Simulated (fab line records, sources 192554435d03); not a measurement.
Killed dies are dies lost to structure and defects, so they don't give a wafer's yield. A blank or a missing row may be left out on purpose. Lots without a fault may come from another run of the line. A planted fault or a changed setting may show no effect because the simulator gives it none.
fab line records | flow n5_finfet
record lots=9 wafers=25 last_day=18
route steps=1938 shown MOL_CONTACT_COAG@548 BEOL_M4@1111 PASSIVATION@1936
lots that met no fault: from a run of the same line without faults
start_h: hours from the record's first day to the start of the lot's first wafer shown | wait_h: hours since the lot's step before | " the same as in the row above | L1.1+2: a row that stands for several wafers | - no value, or no start given | * or withheld: withheld | < > ~ a bound
route shown NAME@n: a module of which the file shows steps, and the number in the route of the first | usual: mean/standard deviation of fault-free wafers | same: alike in all rows | chamber/n: place in a boat | sites: the reading at each site | _std_site: their standard deviation | _edge_site: outer sites' mean less inner sites' | radius_mm: how far each site lies from the wafer's centre | mask NAME#n: copy n | behind: the tool/chamber that last shaped the wafer | hold: why the lot was held/for how many hours/how that ended | device: the transistor (n, p or np) that didn't switch | end of line: the same wafers' tests at the end of the route | a step without rows: its recipe alone | killed: dies lost to structure and defects at the first sort, not the wafer's yield | map: a wafer's dies, x killed, . not, _ none there
set.NAME: the setting as run; set.NAME@STEP: as run at that earlier step | model.NAME: the simulator's own value behind a step, which no gauge read
steps of the route over a sample of lots; a table a step, a row a wafer
services: from which hour (start_h, from the record's first day; less than 0 if before it) a tool's chamber was out of use, for how many hours, and why
## steps
# step N5_MOL_CONTACT_COAG_CO_FILL_22
# recipe material=Co target_thk_a=200 temp_c=200 precursor=CCTBA/H2 pressure_torr=30
# usual heater_power_w=237/22
# columns lot.wafer tool chamber start_h wait_h heater_power_w
L724.1 cvd_co-02 0 101.29 0.1 251
L724.3 " 1 " " 240
L724.4 " 2 " " 233
L725.1 cvd_co-02 0 105.95 0.1 241
L725.5 " 0 " " 254
L725.6 " 2 " " 242
L729.1 cvd_co-02 0 135.38 0.1 248
L729.4 " 0 " " 245
L729.6 " 0 " " 250
L730.1 cvd_co-02 2 136.25 0.2 239
L730.4 " 0 " " 246
L731.2 cvd_co-02 2 143.26 0.1 246
L731.5 " 0 " " 242
L736.1 cvd_co-02 0 177.48 0.1 248
L736.2 " 2 " " 238
L736.6 " 0 " " 246
L738.1 cvd_co-01 2 189.81 0.2 228
L738.2 " 1 " " 273
L738.3 " 0 " " 193
L744.1 cvd_co-02 1 221.65 0.1 237
L744.2 " 0 " " 252
L744.5 " 0 " " 251
L745.1 cvd_co-02 0 230.92 0.1 253
L745.4 " 1 " " 242
L745.6 " 0 " " 250
# step N5_MOL_CONTACT_COAG_DESCUM_88
# recipe chemistry=O2 time_s=7 source_power_w=50 bias_power_w=20 pressure_mtorr=20 rf_frequency_hz=2.712e+07 temp_c=40 resist=CAR-EUV o2_flow_sccm=225
# usual bias_power_w=20.01/0.058 drypump_motor_current_A=5.8/0.34 oes_product_au=0.81/0.077 rf_vpp_V=243.4/1.6 showerhead_plenum_p_Torr=2.11/0.08 throttle_valve_pct=20.44/0.26
# columns lot.wafer tool chamber start_h wait_h bias_power_w drypump_motor_current_A oes_product_au rf_hours_counter_h rf_vpp_V showerhead_plenum_p_Torr throttle_valve_pct
L724.1 rie_diel-04 2 108.51 0.1 20.08 5.6 0.77 155 246.1 2.17 20.72
L724.3 " 3 " " 20.05 5.7 0.90 14 245.9 2.23 20.44
L724.4 " 0 " " 19.96 5.5 0.90 47 243.2 2.05 20.06
L725.1 rie_diel-03 3 112.26 0.0 19.90 5.9 0.79 140 243.1 2.01 20.56
L725.5 " 3 " " 20.03 5.9 0.78 - 240.1 2.01 20.58
L725.6 " 2 " " 20.13 5.5 0.79 - 243.4 2.20 20.80
L729.1 rie_diel-01 2 142.95 0.0 19.95 6.2 0.72 192 242.9 2.09 20.35
L729.4 " 0 " " 19.97 6.1 0.83 85 242.3 2.03 20.13
L729.6 " 1 " " 20.00 5.9 0.69 - 243.0 2.08 20.51
L730.1 rie_diel-04 0 143.59 0.2 20.01 5.5 0.87 58 242.2 2.04 20.10
L730.4 " 2 " " 20.02 5.6 0.76 165 245.1 2.16 20.73
L731.2 rie_diel-03 2 149.88 0.0 19.91 5.5 0.78 135 244.6 2.20 20.85
L731.5 " 2 " " 20.08 5.5 0.77 - 245.8 2.20 20.82
L736.1 rie_diel-03 0 186.98 0.0 20.01 5.1 0.97 2 243.0 2.05 20.23
L736.2 " 3 " " 20.02 5.9 0.76 166 240.3 2.00 20.61
L736.6 " 1 " " 20.09 6.3 0.94 - 242.1 2.05 20.00
L738.1 rie_diel-04 2 197.00 0.1 19.94 5.6 0.75 186 244.6 2.15 20.75
L738.2 " 1 " " 19.97 6.2 0.85 44 243.5 2.21 20.31
L738.3 " 3 " " 19.97 5.7 0.84 47 246.0 2.22 20.51
L744.1 rie_diel-03 0 228.97 0.5 19.94 5.1 0.91 19 243.6 2.04 20.26
L744.2 " 3 " " 19.98 5.9 0.74 183 242.5 2.00 20.64
L744.5 " 3 " " 19.93 5.9 0.74 - 241.9 2.00 20.62
L745.1 rie_diel-01 0 241.35 0.0 20.03 6.1 0.80 119 241.9 2.02 20.19
L745.4 " 2 " " 19.96 6.2 0.69 227 243.9 2.07 20.41
L745.6 " 1 " " 19.98 5.9 0.66 - 241.0 2.06 20.57
# step N5_MOL_CONTACT_COAG_ETCH_89
# recipe chemistry=N2/H2 target=underlayer target_depth_a=130 mask_material=CAR-EUV time_s=10.4 ion_energy_ev=200 pressure_mtorr=30 source_w=840 bias_w=150 n2_flow_sccm=200 h2_flow_sccm=200 ends=cleared
# usual drypump_motor_current_A=5.8/0.35 etch_rf_on_time_s=10.37/0.18 oes_product_au=0.69/0.065 rf_vpp_V=524.3/2.9 showerhead_plenum_p_Torr=2.56/0.098 throttle_valve_pct=17.86/0.25
# columns lot.wafer tool chamber start_h wait_h drypump_motor_current_A etch_rf_on_time_s oes_product_au rf_hours_counter_h rf_vpp_V showerhead_plenum_p_Torr throttle_valve_pct
L724.1 rie_diel-04 2 108.55 0.0 5.6 10.49 0.65 155 527.1 2.64 18.16
L724.3 " 3 " " 5.7 10.41 0.76 14 528.0 2.70 17.77
L724.4 " 0 " " 5.5 10.06 0.75 47 520.5 2.48 17.45
L725.1 rie_diel-03 3 112.29 0.0 6.0 10.37 0.66 140 522.1 2.45 18.13
L725.5 " 3 " " 6.0 10.27 0.67 - 521.2 2.45 18.12
L725.6 " 2 " " 5.5 10.33 0.67 - 527.2 2.67 18.09
L729.1 rie_diel-01 2 142.99 0.0 6.2 10.49 0.61 192 522.9 2.52 17.81
L729.4 " 0 " " 6.1 10.23 0.71 85 521.4 2.46 17.57
L729.6 " 1 " " 5.9 10.14 0.60 - 521.2 2.52 17.88
L730.1 rie_diel-04 0 143.62 0.0 5.5 10.27 0.74 58 522.3 2.47 17.47
L730.4 " 2 " " 5.6 10.59 0.64 165 525.3 2.63 18.16
L731.2 rie_diel-03 2 149.92 0.0 5.5 10.34 0.67 135 527.1 2.66 18.12
L731.5 " 2 " " 5.5 10.38 0.67 - 526.5 2.66 18.12
L736.1 rie_diel-03 0 187.01 0.0 5.1 10.16 0.83 2 521.5 2.50 17.72
L736.2 " 3 " " 6.0 10.14 0.66 166 521.6 2.44 18.16
L736.6 " 1 " " 6.3 10.20 0.80 - 522.8 2.50 17.47
L738.1 rie_diel-04 2 197.04 0.0 5.6 10.51 0.63 186 526.7 2.62 18.19
L738.2 " 1 " " 6.2 10.41 0.74 44 528.8 2.70 17.88
L738.3 " 3 " " 5.7 10.47 0.71 47 529.0 2.69 17.83
L744.1 rie_diel-03 0 229.00 0.0 5.1 10.24 0.78 19 521.0 2.49 17.73
L744.2 " 3 " " 5.9 10.36 0.64 183 521.7 2.43 18.20
L744.5 " 3 " " 5.9 10.33 0.64 - 521.6 2.43 18.19
L745.1 rie_diel-01 0 241.38 0.0 6.1 10.42 0.69 119 521.7 2.45 17.62
L745.4 " 2 " " 6.2 10.70 0.59 227 522.0 2.51 17.85
L745.6 " 1 " " 5.9 10.52 0.57 - 521.7 2.51 17.94
# step N5_MOL_CONTACT_COAG_ALD_131
# recipe material=SiO2 target_thk_a=50 temp_c=100 ald_precursor_family=BDEAS ald_co_reactant=O2-plasma pulse_time_s=1 co_reactant_pulse_time_s=1 purge_time_s=2 co_reactant_purge_time_s=2 ald_cycles=35 pressure_torr=2
# usual ald_cycles=35/0 heater_power_w=79/8.5 precursor_pulse_height_rel=0.999/0.019
# columns lot.wafer tool chamber start_h wait_h ald_cycles heater_power_w precursor_pulse_height_rel
L724.1 ald_sin-03 0 108.65 0.1 35 80 0.972
L724.3 " 1 " " 35 71 1.022
L724.4 " 2 " " 35 84 1.024
L725.1 ald_sin-03 2 113.51 1.2 35 83 0.979
L725.5 " 0 " " 35 82 1.005
L725.6 " 3 " " 35 76 0.952
L729.1 ald_sin-03 3 143.09 0.1 46 78 0.971
L729.4 " 2 " " 35 84 1.024
L729.6 " 3 " " 35 78 1.018
L730.1 ald_sin-03 3 143.72 0.1 46 79 1.018
L730.4 " 0 " " 35 83 1.015
L731.2 ald_sin-03 1 150.02 0.1 46 70 1.016
L731.5 " 3 " " 35 79 0.998
L736.1 ald_sin-01 0 187.11 0.1 35 69 0.973
L736.2 " 3 " " 35 83 1.015
L736.6 " 2 " " 35 99 0.993
L738.1 ald_sin-02 1 197.14 0.1 35 65 0.997
L738.2 " 2 " " 35 69 1.019
L738.3 " 3 " " 35 90 0.991
L744.1 ald_sin-02 3 229.11 0.1 35 91 0.986
L744.2 " 1 " " 35 66 1.022
L744.5 " 0 " " 35 74 1.028
L745.1 ald_sin-02 2 241.48 0.1 35 69 1.007
L745.4 " 3 " " 35 92 0.999
L745.6 " 3 " " 35 91 1.044
# step N5_BEOL_M4_RC_MEAS_101
# usual DIBL_N=36.3/1.6 DIBL_P=36.5/1.6 IOFF_N=0.163/0.026 IOFF_P=0.22/0.033 ION_N=676/9.9 ION_P=464/6.5 SS_N=71.5/0.5 SS_P=73.3/0.64 VT_N=249.3/2.9 VT_P=-250/3.2
# columns lot.wafer tool chamber start_h wait_h DIBL_N[mV/V] DIBL_P[mV/V] IOFF_N[nA/um] IOFF_P[nA/um] ION_N[uA/um] ION_P[uA/um] SS_N[mV/dec] SS_P[mV/dec] VT_N[mV] VT_P[mV]
L725.1 prober-01 0 200.16 0.0 34.8 36.6 0.169 0.20 691 466 71.5 73.7 249.6 -250
L725.5 " 0 " " 33.5 34.8 0.140 0.17 672 467 71.0 72.9 250.4 -251
L725.6 " 0 " " 34.9 36.3 0.165 0.20 692 471 70.9 74.6 247.7 -251
L724.1 prober-02 0 200.28 0.1 36.5 35.4 0.157 0.23 674 461 72.0 72.8 251.4 -249
L724.3 " 0 " " 38.0 37.1 0.188 0.26 685 476 72.2 73.8 244.5 -245
L724.4 " 0 " " 35.6 34.9 0.149 0.22 695 479 71.3 73.0 246.2 -246
L729.4 prober-01 0 225.33 0.8 35.7 35.8 0.142 0.25 662 470 70.8 73.1 251.3 -244
L729.6 " 0 " " 37.3 36.8 0.167 0.27 666 473 72.1 73.3 248.1 -246
L731.5 prober-02 0 235.26 0.6 39.4 38.2 0.235 0.28 689 469 72.1 74.2 242.8 -246
L730.4 prober-01 0 235.57 0.5 34.2 35.9 0.142 0.18 682 464 71.1 72.5 249.9 -250
L736.1 prober-02 0 270.75 0.0 37.3 36.9 0.188 0.22 682 458 72.1 73.1 246.8 -248
L736.2 " 0 " " 36.9 36.7 0.187 0.22 675 459 72.5 73.4 244.9 -250
L736.6 " 0 " " 36.6 36.5 0.175 0.21 680 461 72.1 72.7 248.3 -249
L738.1 prober-01 0 277.88 0.0 36.2 36.7 0.152 0.19 667 455 71.4 73.9 250.6 -255
L738.2 " 0 " " 35.1 35.2 0.132 0.17 659 454 71.5 73.3 254.4 -253
L738.3 " 0 " " 35.8 36.3 0.154 0.18 683 461 71.4 73.4 250.6 -256
L744.1 prober-01 0 316.29 0.0 36.0 37.1 0.169 0.22 669 465 71.8 73.4 249.5 -250
L744.2 " 0 " " 34.9 35.2 0.145 0.19 662 456 71.6 73.5 252.3 -251
L744.5 " 0 " " 35.7 36.3 0.164 0.22 672 462 71.7 73.8 250.3 -248
L745.1 prober-01 0 320.48 0.0 36.3 35.8 0.173 0.24 681 463 71.5 73.2 246.1 -246
L745.4 " 0 " " 36.5 35.5 0.165 0.23 671 462 72.0 74.0 247.7 -246
L745.6 " 0 " " 38.5 39.0 0.217 0.30 696 473 72.0 74.1 243.8 -245
# step N5_PASSIVATION_PROBE_49
# usual defect_limited_yield=91.2/1.5 killed_at_M0_to_M3=32/9.6 killed_at_M4_up=13/5.3 killed_at_contacts=13/6.7 killed_at_front_end=42/11 killed_at_other=3.8/2.9 killed_dies=103/17 killed_on_rim=14/4.4 killed_open=67/13 killed_short=35/7.9 sort_bin_5_function=5.2/0.94 sort_bin_6_memory=3.3/0.64 sort_n_pass=1077/17 sort_yield_pct=91.2/1.5
# same gross_dies=1180 killed_at_back_side=0 sort_bin_4_leakage[%]=0 sort_bin_8_speed[%]=0
# columns lot.wafer tool chamber start_h wait_h defect_limited_yield[%] killed_at_M0_to_M3 killed_at_M4_up killed_at_contacts killed_at_front_end killed_at_other killed_dies killed_on_rim killed_open killed_short sort_bin_5_function[%] sort_bin_6_memory[%] sort_n_pass sort_yield_pct[%]
L729.1 prober-02 - 328.34 0.0 24.3 11 8 828 44 2 893 107 54 26 72.7 2.6 287 24.3
L729.4 prober-02 - 328.49 0.2 91.4 25 17 22 34 4 102 11 72 29 4.8 3.5 1078 91.4
L729.6 prober-02 - 328.59 0.3 91.1 41 11 10 36 7 105 17 71 32 5.6 3.1 1075 91.1
L731.2 prober-01 - 346.21 0.1 22.3 25 11 823 51 7 917 121 74 25 74.5 3.0 263 22.3
L731.5 prober-01 - 346.36 0.2 91.6 22 12 9 47 9 99 8 63 35 5.3 3.0 1081 91.6
L730.1 prober-02 - 347.96 0.0 24.9 39 10 806 31 0 886 115 61 26 71.5 3.2 294 24.9
L730.4 prober-02 - 348.11 0.2 93.5 32 11 7 21 6 77 8 49 28 3.7 2.5 1103 93.5
# killed by level:class
L729.1 MOL_CONTACT_COAG:area_ald=813 FIN_SAQP:geometric_particle:open=13 MOL_CONTACT_COAG:geometric_particle:open=13 STI_FIN_REVEAL:geometric_particle:open=10 BEOL_M0_SAQP:geometric_particle:short=5 FIN_SAQP:geometric_particle:short=4 DUMMY_GATE:geometric_particle:open=4 STI_FIN_REVEAL:geometric_particle:short=3
L729.4 MOL_CONTACT_COAG:geometric_particle:open=21 FIN_SAQP:geometric_particle:open=10 BEOL_M4:geometric_particle:open=9 FIN_SAQP:geometric_particle:short=7 STARTING-WAFER:geometric_particle:short=5 BEOL_M0_SAQP:geometric_particle:open=4 BEOL_M3:geometric_particle:open=4 BEOL_M0_SAQP:geometric_particle:short=3
L729.6 FIN_SAQP:geometric_particle:open=11 FIN_SAQP:geometric_particle:short=9 STI_FIN_REVEAL:geometric_particle:open=8 MOL_CONTACT_COAG:geometric_particle:open=8 BEOL_M0_SAQP:geometric_particle:open=8 BEOL_M0_SAQP:geometric_particle:short=7 BEOL_M3:geometric_particle:open=6 BEOL_M4:geometric_particle:open=5
L731.2 MOL_CONTACT_COAG:area_ald=818 STI_FIN_REVEAL:geometric_particle:open=15 BEOL_M1:geometric_particle:open=11 FIN_SAQP:geometric_particle:open=9 DUMMY_GATE:geometric_particle:open=7 BEOL_M0_SAQP:geometric_particle:short=6 BEOL_M0_SAQP:geometric_particle:open=5 MOL_CONTACT_COAG:geometric_particle:open=5
L731.5 STI_FIN_REVEAL:geometric_particle:open=15 BEOL_M3:geometric_particle:open=9 FIN_SAQP:geometric_particle:short=8 MOL_CONTACT_COAG:geometric_particle:open=7 BEOL_M4:geometric_particle:open=5 FIN_SAQP:geometric_particle:open=4 DUMMY_GATE:geometric_particle:open=4 GATE_CUT:geometric_particle:short=4
L730.1 MOL_CONTACT_COAG:area_ald=799 BEOL_M0_SAQP:geometric_particle:open=9 FIN_SAQP:geometric_particle:open=8 BEOL_M1:geometric_particle:open=8 BEOL_M3:geometric_particle:open=7 DUMMY_GATE:geometric_particle:open=6 MOL_CONTACT_COAG:geometric_particle:open=5 BEOL_M0_SAQP:geometric_particle:short=5
L730.4 BEOL_M0_SAQP:geometric_particle:open=8 FIN_SAQP:geometric_particle:open=6 BEOL_M0_SAQP:geometric_particle:short=6 BEOL_M3:geometric_particle:open=6 BEOL_M2:geometric_particle:open=5 FIN_SAQP:geometric_particle:short=4 MOL_CONTACT_COAG:geometric_particle:short=4 PASS1_DEP:geometric_particle:open=4
## services
# columns tool chamber start_h hours kind
ald_sin-01 0 79.67 12.1 repair
ald_sin-01 - 85.25 14.0 pm
rie_diel-03 2 88.25 5.0 repair
ald_sin-02 - 112.02 6.1 pm
cvd_co-02 1 123.81 17.9 repair
rie_diel-03 1 136.58 - clean
rie_diel-03 1 136.58 - consumable_replace:focus_ring
rie_diel-03 1 136.58 23.6 scheduled_down
rie_diel-03 1 136.58 23.6 vent_cycle
rie_diel-04 1 154.12 31.9 repair
cvd_co-02 - 160.29 14.6 pm
rie_diel-03 0 160.31 - clean
rie_diel-03 0 160.31 - consumable_replace:focus_ring
ald_sin-02 - 176.79 14.0 pm
cvd_co-01 - 201.25 2.8 pm
rie_diel-01 1 203.47 7.2 repair
ald_sin-03 - 204.96 6.0 pm
ald_sin-02 3 205.50 4.2 repair
rie_diel-04 1 209.09 6.8 repair
rie_diel-03 2 212.85 15.3 repair
ald_sin-03 3 238.84 2.9 repair
rie_diel-04 - 240.08 14.6 pm
cvd_co-02 0 240.22 3.9 repair
ald_sin-03 - 241.20 1.1 repair
## key
first_sign step=N5_MOL_CONTACT_COAG_ALD_131 reading=ald_cycles direction=up sigmas=99+ usual=* struck=*
effect step=N5_PASSIVATION_PROBE_49 reading=killed_at_contacts direction=up sigmas=99+ usual=13 struck=819
more_kills_born_at N5_MOL_CONTACT_COAG_ALD_131@ald_sin-03=2430
met_at N5_MOL_CONTACT_COAG_ALD_131
struck_lots L729,L730,L731
struck_wafers L729.1,L730.1,L731.2
later_rows_left_out L729.1,L730.1,L731.2
not_acting_at N5_MOL_CONTACT_COAG_CO_FILL_22,N5_MOL_CONTACT_COAG_DESCUM_88,N5_MOL_CONTACT_COAG_ETCH_89
onset_between 113.51 143.09
fault kind=process_parameter_drift tool=ald_sin-03 chamber=- onset_h=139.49 steps=N5_MOL_CONTACT_COAG_ALD_131 channel=ald_cycles offset=* shape=step end_h=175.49 scope=struck_wafers_only acts_in=* stated=*
# later_rows_left_out: the simulator's readings of these wafers behind a module that went badly wrong aren't trusted and aren't shown, but for the sort
